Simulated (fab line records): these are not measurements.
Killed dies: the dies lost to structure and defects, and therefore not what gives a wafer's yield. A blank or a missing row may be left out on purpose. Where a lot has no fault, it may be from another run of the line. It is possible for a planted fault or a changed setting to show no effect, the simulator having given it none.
A lot that was struck, set against a sound lot | flow nandHarc | 36 out of 1302 route steps
Sound: wafers L434.2, L434.3, L434.6. Struck: wafer L435.2 (L435.5, L435.6, from the same lot, were not struck and are left out); the cause is given at the end.
At each step with rows: each side's tool, then ch and its chambers, then its first start. Under that, the readings that differ: sound wafers | struck wafers | difference of the means | sigmas: that difference in standard deviations of wafers without a fault.
alike: same words and numbers on both sides, and readings whose means sit less than 2 such deviations apart. not compared: any withheld reading, any reading some wafer has no value for, any bound like >300 that may hide the same value, and any number with overlapping values for which the record gives no deviation.
The two part at a step that has a row with sigmas, a row that says differs or no value, or rows on one side only. Non-overlapping numbers with no deviation appear without sigmas and do not part them. A reading that every wafer of one side lacks parts them only if that side has two wafers or more.

first, 2 steps without rows for these wafers: NHARC_A_STAIRCASE_PRECLEAN_318 (cleans in SC1); NHARC_A_STAIRCASE_SRD_329.
NHARC_A_STAIRCASE_ALD_415: deposits SiO2, target thk 30 nm, pulse time 6 s, ald cycles 300.
  sound on aldHk-01 ch 0,3, day 21 22:35; struck on aldHk-01 ch 3, day 22 04:58
  alike: heaterPowerW, precursorPulseHeightRel
  not compared: sinceWetCleanH
then, 1 step without rows for these wafers: NHARC_A_STAIRCASE_ETCHBACK_416 (etches the open film in C4F8/O2/Ar, target depth 36 nm, time 7.2 s).
NHARC_A_STAIRCASE_STRIP_476: strips in O2, time 20 s.
  sound on rieDiel-08 ch 0,1,2, day 22 00:46; struck on rieDiel-12 ch 2, day 22 06:40
reading                      | sound             | struck | difference | sigmas
chamberPressureMTorr (mTorr) | 60.16 59.98 60.02 | 59.91  | -0.14      | -3
rfVppV (V)                   | 57.7 56.7 58.4    | 55.3   | -2.3       | -2
  alike: drypumpMotorCurrentA, oesProductAu, showerheadPlenumPTorr, throttleValvePct
  not compared: rfHoursCounterH
then, 6 steps without rows for these wafers: NHARC_A_STAIRCASE_DEP_417 (deposits Si3N4, target thk 60 nm); NHARC_A_STAIRCASE_WET_418 (chemistry H3PO4, target depth 20 nm); NHARC_A_STAIRCASE_PRECLEAN_419 (cleans in SC1); NHARC_A_STAIRCASE_SRD_421; NHARC_A_STAIRCASE_ALD_420 (deposits SiO2, target thk 20 nm, pulse time 6 s, ald cycles 200); NHARC_A_STAIRCASE_CVD_552 (deposits SiNx, target thk 40 nm).
NHARC_A_STAIRCASE_DEP_151: deposits SiO2, target thk 7200 nm.
  sound on pecvd-02 ch 0,1,2, day 22 11:45; struck on pecvd-04 ch 0, day 22 18:31
  alike: heaterPowerW
  not compared: sinceWetCleanH
then, 3 steps without rows for these wafers: NHARC_A_STAIRCASE_ANNEAL_320 (time 1800 s); NHARC_A_STAIRCASE_DEP_322 (deposits SiO2, target thk 7200 nm); NHARC_A_STAIRCASE_ANNEAL_323 (time 1800 s).
NHARC_A_STAIRCASE_DEP_325: deposits SiO2, target thk 7200 nm.
  sound on pecvd-02 ch 0,1,2, day 23 06:54; struck on pecvd-04 ch 2, day 23 13:29
  alike: heaterPowerW
  not compared: sinceWetCleanH
then, 11 steps without rows for these wafers: NHARC_A_STAIRCASE_ANNEAL_326 (time 1800 s); NHARC_A_STAIRCASE_DEHYDRATE_433 (time 120 s); NHARC_A_STAIRCASE_HMDS_434 (time 30 s); NHARC_A_STAIRCASE_COAT_435; NHARC_A_STAIRCASE_SOFTBAKE_436 (time 170 s); NHARC_A_STAIRCASE_EBR_437; NHARC_A_STAIRCASE_EXPOSE_438 (exposes mask STAIR REV); NHARC_A_STAIRCASE_PEB_439 (peb time 130 s); NHARC_A_STAIRCASE_DEVELOP_440 (time 140 s); NHARC_A_STAIRCASE_HARDBAKE_442 (time 140 s); NHARC_A_STAIRCASE_DESCUM_443 (chemistry O2, time 3 s).
NHARC_A_STAIRCASE_ETCH_444: etches the open film in C4F8/O2, target depth 20400 nm, time 6800 s.
  sound on rieDiel-07 ch 0,3, day 23 17:46; struck on rieDiel-07 ch 1, day 24 01:49
reading             | sound             | struck | difference | sigmas
oesProductAu (a.u.) | 0.916 0.898 0.905 | 0.951  | +0.045     | +2
  alike: chamberPressureMTorr, rfVppV
  not compared: rfHoursCounterH
NHARC_A_STAIRCASE_STRIP_446: strips in O2.
  sound on plasmaAsher-02 ch 0,1, day 23 22:07; struck on plasmaAsher-02 ch 0, day 24 05:16
  alike: drypumpMotorCurrentA, heaterPowerW
  not compared: rfHoursCounterH
then, 6 steps without rows for these wafers: NHARC_A_STAIRCASE_STRIP_447 (strips in SPM, time 900 s); NHARC_A_STAIRCASE_PRECLEAN_448 (cleans in SC1); NHARC_A_STAIRCASE_SRD_449; NHARC_A_STAIRCASE_CMP_450 (polishes SiO2, target thk 200 nm); NHARC_A_STAIRCASE_CMP_152 (polishes); NHARC_A_STAIRCASE_SRD_154.
-- break in the record here, with 6 days between the starts of the struck wafers on either side (left off in module A_STAIRCASE, picked up again in module END, where the first step shown is number 1302 on the route) --
NHARC_END_SORT_01:
  only the struck wafers appear in the record here, on prober-02 ch 0 at day 30 11:23; the sound ones have no rows

== WHERE THEY PART ==
At NHARC_A_STAIRCASE_STRIP_476 first; at NHARC_END_SORT_01 last (within this record only).

WHY: the cause the simulator had injected
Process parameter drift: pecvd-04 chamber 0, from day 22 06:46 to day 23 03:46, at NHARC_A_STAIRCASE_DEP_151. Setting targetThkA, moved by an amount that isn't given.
